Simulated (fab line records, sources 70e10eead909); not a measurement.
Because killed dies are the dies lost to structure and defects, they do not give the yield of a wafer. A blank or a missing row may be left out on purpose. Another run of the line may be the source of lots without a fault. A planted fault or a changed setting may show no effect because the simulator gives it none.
Matching of chambers | flow nandHarc | rieDiel-01 running NHARC_P_GATE_DESCUM_48: 4 sister chambers
The step chemistry O2, time 3 s. 20 wafers are shown with their chamber, then 10 later ones without.

## EACH WAFER AND ITS CHAMBER
wafer  | chamber | showerheadPlenumPTorr (Torr) | drypumpMotorCurrentA (A) | oesProductAu (a.u.)
L074.1 | 2       | 2.00                         | 5.4                      | 0.988
L074.2 | 3       | 1.81                         | 6.0                      | 0.996
L074.6 | 1       | 2.02                         | 5.7                      | 0.993
L077.2 | 1       | 2.02                         | 5.7                      | 0.987
L077.4 | 0       | 1.84                         | 5.5                      | 1.013
L077.5 | 0       | 1.84                         | 5.5                      | 1.010
L078.1 | 0       | 1.84                         | 5.5                      | 1.000
L078.2 | 1       | 2.02                         | 5.7                      | 0.991
L078.6 | 2       | 2.00                         | 5.3                      | 0.989
L080.1 | 2       | 2.00                         | 5.4                      | 0.985
L080.2 | 3       | 1.81                         | 6.0                      | 1.003
L080.6 | 3       | 1.81                         | 6.0                      | 0.996
L081.1 | 1       | 2.02                         | 5.7                      | 1.002
L081.4 | 3       | 1.81                         | 6.0                      | 1.003
L081.5 | 1       | 2.02                         | 5.7                      | 0.991
L083.3 | 3       | 1.80                         | 6.0                      | 0.993
L083.4 | 1       | 2.02                         | 5.7                      | 1.005
L083.6 | 3       | 1.80                         | 6.0                      | 1.005
L084.1 | 2       | 2.00                         | 5.3                      | 0.999
L084.4 | 1       | 2.02                         | 5.7                      | 1.015

SIGNATURES, as means of the wafers listed above
reading               | chamber 0 | chamber 1 | chamber 2 | chamber 3 | scatter within a chamber
showerheadPlenumPTorr | 1.8400    | 2.0200    | 2.0000    | 1.8067    | 0.00289
drypumpMotorCurrentA  | 5.500     | 5.700     | 5.350     | 6.000     | 0.025
oesProductAu          | 1.00767   | 0.99771   | 0.99025   | 0.99933   | 0.00759
Rule: a wafer's distance from a chamber is the root of the sum, over the readings, of the square of ((its reading less the chamber's mean) divided by the reading's scatter). The wafer belongs to the nearest chamber; if the next one is less than 2 further off, it can't be placed. The scatter is the square root of a quotient: the sum, over the shown wafers, of each reading's squared deviation from its chamber's mean, divided by wafers minus chambers.

## WAFERS WITH NO CHAMBER GIVEN
wafer  | showerheadPlenumPTorr (Torr) | drypumpMotorCurrentA (A) | oesProductAu (a.u.)
L084.5 | 2.02                         | 5.7                      | 1.006
L087.1 | 1.99                         | 5.4                      | 1.006
L087.2 | 2.02                         | 5.7                      | 1.018
L087.3 | 1.84                         | 5.5                      | 1.013
L089.2 | 1.99                         | 5.4                      | 0.997
L089.4 | 1.84                         | 5.5                      | 1.007
L089.5 | 1.99                         | 5.4                      | 0.990
L095.1 | 1.99                         | 5.4                      | 0.998
L095.2 | 1.80                         | 6.0                      | 0.999
L095.6 | 1.99                         | 5.4                      | 1.000

## THE CHAMBER EACH PASSED THROUGH
wafer  | from the rows above | in truth
L084.5 | 1                   | 1
L087.1 | 2                   | 2
L087.2 | 1                   | 1
L087.3 | 0                   | 0
L089.2 | 2                   | 2
L089.4 | 0                   | 0
L089.5 | 2                   | 2
L095.1 | 2                   | 2
L095.2 | 3                   | 3
L095.6 | 2                   | 2
10 of 10 placed correctly. Not placeable from these rows: 0. 0 placed wrongly.
